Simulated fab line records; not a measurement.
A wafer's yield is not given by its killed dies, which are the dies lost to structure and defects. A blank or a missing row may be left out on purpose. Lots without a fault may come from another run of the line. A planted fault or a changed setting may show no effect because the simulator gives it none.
A lot that was struck, set against a sound lot | flow n5Finfet | 39 steps out of a route of 1938
Sound: these wafers, L950.1, L950.3, L950.4. Wafers struck: L969.1, L969.4, L969.6. Last of all comes the cause.
Order at every step that has rows: each side's tool, ch and its chambers, its first start. Under that, the readings that differ: sound wafers | struck wafers | difference of the means | sigmas: that difference in standard deviations of wafers without a fault.
alike: a reading whose means differ by less than 2 such deviations, as well as words and numbers matching on both sides. not compared: withheld readings; readings where some wafer has no value; bounds like >300 that might hide an equal value; numbers whose values overlap and for which the record gives no deviation.
The two part at a step that has a row with sigmas, a row that says differs or no value, or rows on one side only. When numbers do not overlap yet have no deviation, they are printed without sigmas and do not part them. A reading missing from all wafers of one side parts the sides only when that side holds two or more wafers.

first, 11 steps without rows for these wafers: N5_HKMG_FIN_DESCUM_53 (chemistry O2, time 7.9 s); N5_HKMG_FIN_ETCH_54 (etches SiARC in CF4, target depth 45.5 nm, time 75.8 s); N5_HKMG_FIN_ETCH_55 (etches SOC in N2/H2, target depth 240 nm, time 300 s); N5_HKMG_FIN_STRIP_56 (strips in N2/H2); N5_HKMG_FIN_STRIP_57 (strips in CF4); N5_HKMG_FIN_ETCH_58 (etches SOC in N2/H2, target depth 215.8 nm, time 741 s); N5_HKMG_FIN_STRIP_93 (strips SOC in N2/H2, time 20 s); N5_HKMG_FIN_WET_ETCH_76 (etches Al2O3 in dNH4OH, stops on La2O3, target depth 2.25 nm, rinse time 30 s); N5_HKMG_FIN_STRIP_60 (strips in N2/H2, time 360 s); N5_HKMG_FIN_WET_ETCH_77 (etches La2O3 in dHCl, stops on HfO2, target depth 2 nm); N5_HKMG_FIN_WET_ETCH_78 (etches Al2O3 in dNH4OH, stops on La2O3, target depth 4.5 nm, rinse time 30 s).
N5_HKMG_FIN_ALD_79: deposits TiN, target thk 1.5 nm, pulse time 1 s, purge time 3 s.
  sound on aldMetal-03 ch 0,1,2, day 4 12:04; struck on aldMetal-03 ch 0,2,3, day 9 02:47
  no value came back on the struck wafers for aldCycles, chamberPressureTorr (Torr), heaterPowerW (W), precursorPulseHeightRel; on the sound wafers aldCycles reads 68 68 68
then, 25 steps without rows for these wafers: N5_HKMG_FIN_CVD_62 (deposits a-Si from Si2H6, target thk 3 nm, time 20.8 s); N5_HKMG_FIN_RTA_80 (time 2 s); N5_HKMG_FIN_PRECLEAN_64 (cleans in dHF, time 30 s); N5_HKMG_FIN_WET_ETCH_65 (etches a-Si in TMAH, stops on TiN, time 49 s, target depth 3 nm); N5_HKMG_FIN_WET_ETCH_81 (etches TiN in SC1, stops on HfO2, time 57 s, target depth 6 nm); N5_HKMG_FIN_WET_ETCH_82 (etches La2O3 in dHCl, stops on HfO2, target depth 2 nm, rinse time 30 s); N5_HKMG_FIN_ALD_36 (deposits TiN, target thk 1 nm, pulse time 1 s, purge time 3 s); N5_HKMG_FIN_PWFM_ALD_03 (deposits TiN, target thk 2 nm, pulse time 1 s, purge time 3 s); N5_HKMG_FIN_COAT_29 (time 60 s, resist thk 300 nm); N5_HKMG_FIN_COAT_30 (time 60 s, resist thk 35 nm); N5_HKMG_FIN_COAT_06 (resist thk 90 nm); N5_HKMG_FIN_EBR_08; N5_HKMG_FIN_SOFTBAKE_07 (time 60 s); N5_HKMG_FIN_EXPOSE_09 (exposes mask NWFM); N5_HKMG_FIN_PEB_10 (peb time 60 s); N5_HKMG_FIN_DEVELOP_11 (develop time 30 s); N5_HKMG_FIN_DESCUM_17 (chemistry O2, time 7.9 s); N5_HKMG_FIN_ETCH_31 (etches SiARC in CF4, target depth 45.5 nm, time 75.8 s); N5_HKMG_FIN_ETCH_32 (etches SOC in N2/H2, target depth 240 nm, time 300 s); N5_HKMG_FIN_STRIP_33 (strips in N2/H2); N5_HKMG_FIN_STRIP_34 (strips in CF4); N5_HKMG_FIN_ETCH_35 (etches SOC in N2/H2, target depth 215.8 nm, time 243.4 s); N5_HKMG_FIN_STRIP_92 (strips SOC in N2/H2, time 20 s); N5_HKMG_FIN_WET_ETCH_18 (etches TiN in SC1, time 55 s, target depth 5.2 nm, rinse time 30 s); N5_HKMG_FIN_STRIP_19 (strips in N2/H2, time 360 s).
-- record jumps: 5 days separate the struck wafers' starts on either side; left off in module HKMG_FIN, taken up again in module BEOL_M4, whose first shown step is the route's number 1111 --
N5_BEOL_M4_RC_MEAS_101:
  sound on prober-02 ch 0, day 9 04:22; struck on prober-02 ch 0, day 14 03:34
reading             | sound                      | struck                     | difference | sigmas
EOT_N               | 10.50 10.52 10.62          | 9.94 9.90 9.86             | -0.65      | -7
EOT_P               | 10.51 10.50 10.58          | 9.88 9.97 9.88             | -0.62      | -7
IGATE_N (nA/um)     | 0.0140 0.0128 0.0101       | 0.0694 0.0781 0.0892       | +0.0666    | +35
IGATE_P (nA/um)     | 0.0042 0.0039 0.0031       | 0.0219 0.0247 0.0280       | +0.0211    | +38
IOFF_N (nA/um)      | 0.11 0.24 0.12             | 0.05 0.05 0.03             | -0.11      | -3
IOFF_N_85C (nA/um)  | 2.3 4.2 2.5                | 1.2 1.2 0.9                | -1.9       | -3
IOFF_N_LIN (nA/um)  | 0.057 0.104 0.060          | 0.024 0.025 0.018          | -0.051     | -3
IOFF_N_LONG (nA/um) | 5.61e-05 5.58e-05 5.69e-05 | 3.41e-05 3.36e-05 3.38e-05 | -2.24e-05  | -9
IOFF_P (nA/um)      | 0.16 0.30 0.19             | 0.01 0.01 0.01             | -0.21      | -4
IOFF_P_85C (nA/um)  | 3.0 5.0 3.4                | 0.3 0.3 0.2                | -3.5       | -5
IOFF_P_LIN (nA/um)  | 0.085 0.130 0.093          | 0.004 0.004 0.004          | -0.099     | -5
IOFF_P_LONG (nA/um) | 0.000116 0.000121 0.000104 | 4.8e-05 4.4e-05 4.8e-05    | -6.7e-05   | -7
ION_N (uA/um)       | 662 691 660                | 591 600 582                | -80        | -5
ION_P (uA/um)       | 454 467 456                | 308 315 310                | -148       | -15
SS_P (mV/dec)       | 72.3 73.6 73.4             | 77.8 77.6 76.2             | +4.1       | +5
VT_N (mV)           | 253 245 253                | 288 287 290                | +38        | +9
VT_N_LONG (mV)      | 273.4 273.3 278.5          | 310.2 307.7 308.8          | +33.8      | +15
VT_N_LVT (mV)       | 104 92 101                 | 135 135 139                | +37        | +8
VT_P (mV)           | -252 -245 -251             | -348 -346 -348             | -98        | -24
VT_P_LONG (mV)      | -273 -271 -274             | -372 -373 -373             | -100       | -32
VT_P_LVT (mV)       | -102 -94 -101              | -198 -198 -201             | -100       | -25
  alike: DIBL_N, DIBL_P, SS_N
-- record jumps: 5 days separate the struck wafers' starts on either side; left off in module BEOL_M4, taken up again in module PASSIVATION, whose first shown step is the route's number 1936 --
N5_PASSIVATION_PROBE_49:
  sound: prober-02 at day 13 19:44; struck: prober-01 at day 18 21:55
reading                 | sound          | struck         | difference | sigmas
defectLimitedYield (%)  | 92.1 91.9 90.4 | 58.1 60.2 59.3 | -32.3      | -23
killedAtFrontEnd        | 28 45 45       | 431 395 421    | +376       | +38
killedDies              | 93 96 113      | 494 470 480    | +381       | +24
killedOnRim             | 12 10 13       | 110 128 121    | +108       | +27
sort_bin_5_function (%) | 4.5 4.4 5.5    | 38.3 36.0 37.5 | +32.5      | +35
sort_bin_8_speed (%)    | 0 0 0          | 58.1 60.2 59.3 | +59.2      | +99 or more
sortNPass               | 1087 1084 1067 | 0 0 0          | -1079      | -63
sortYieldPct (%)        | 92.1 91.9 90.4 | 0 0 0          | -91        | -65
  alike: killed_at_M0_to_M3, killed_at_M4_up, killedAtContacts, killedAtOther, killedOpen, killedShort, sort_bin_6_memory

## WHERE THEY PART
Earliest at N5_HKMG_FIN_ALD_79; latest, in this record, at N5_PASSIVATION_PROBE_49.

WHY: whatever the simulator had introduced
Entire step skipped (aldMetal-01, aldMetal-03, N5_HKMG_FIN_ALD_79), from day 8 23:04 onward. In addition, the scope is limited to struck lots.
